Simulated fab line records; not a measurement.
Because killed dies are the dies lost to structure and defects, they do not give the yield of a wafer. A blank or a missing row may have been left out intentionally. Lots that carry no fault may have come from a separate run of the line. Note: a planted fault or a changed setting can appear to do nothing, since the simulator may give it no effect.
Matching of chambers | flow nandHarc | 4 sister chambers for NHARC_A_CONTACT_ETCH_106 on rieDiel-04
The step etches the open film in CF4/O2, target depth 90 nm, overetch 9 nm, time 49.5 s. 14 wafers are shown with their chamber, then 6 later ones without.

== WAFERS WITH THEIR CHAMBER ==
wafer  | chamber | showerheadPlenumPTorr (Torr) | drypumpMotorCurrentA (A) | rfVppV (V)
L319.1 | 3       | 1.42                         | 5.70                     | 201.9
L319.2 | 0       | 1.24                         | 5.82                     | 195.1
L319.6 | 1       | 1.29                         | 5.47                     | 197.0
L321.1 | 3       | 1.41                         | 5.72                     | 200.8
L321.2 | 0       | 1.24                         | 5.76                     | 195.0
L321.3 | 1       | 1.29                         | 5.43                     | 197.1
L320.3 | 0       | 1.24                         | 5.75                     | 197.3
L320.4 | 2       | 1.38                         | 5.97                     | 197.5
L320.5 | 2       | 1.38                         | 5.97                     | 197.2
L322.1 | 2       | 1.38                         | 5.99                     | 198.9
L322.2 | 0       | 1.24                         | 5.80                     | 196.2
L322.6 | 2       | 1.38                         | 5.98                     | 199.3
L326.1 | 3       | 1.41                         | 5.70                     | 199.3
L326.3 | 1       | 1.29                         | 5.43                     | 196.1

SIGNATURES (averages over the wafers above)
reading               | chamber 0 | chamber 1 | chamber 2 | chamber 3 | scatter within a chamber
showerheadPlenumPTorr | 1.2400    | 1.2900    | 1.3800    | 1.4133    | 0.00258
drypumpMotorCurrentA  | 5.7825    | 5.4433    | 5.9775    | 5.7067    | 0.0221
rfVppV                | 195.900   | 196.733   | 198.225   | 200.667   | 1.03
Rule: distance of a wafer from a chamber = root of the sum over the readings of ((wafer's reading minus chamber's mean) / reading's scatter) squared. If the next closest chamber is less than 2 further off than the closest, the wafer can't be placed; otherwise it belongs to the closest. How the scatter is found: for the shown wafers, subtract from each reading the mean of its chamber, square and add these, divide the total by (wafers less chambers), then take the root.

== WAFERS WITH NO CHAMBER GIVEN ==
wafer  | showerheadPlenumPTorr (Torr) | drypumpMotorCurrentA (A) | rfVppV (V)
L326.5 | 1.29                         | 5.43                     | 197.3
L333.1 | 1.41                         | 5.71                     | 198.9
L333.2 | 1.29                         | 5.45                     | 198.2
L341.3 | 1.44                         | 5.76                     | 199.8
L341.4 | 1.41                         | 5.70                     | 199.7
L341.6 | 1.44                         | 5.75                     | 200.5

== WHICH CHAMBER EACH WENT THROUGH ==
wafer  | from the rows above | in truth
L326.5 | 1                   | 1
L333.1 | 3                   | 3
L333.2 | 1                   | 1
L341.3 | 3                   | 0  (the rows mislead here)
L341.4 | 3                   | 3
L341.6 | 3                   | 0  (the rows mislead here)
Placed correctly: 4 of 6. Left unplaced by these rows: 0. Number placed wrongly: 2.
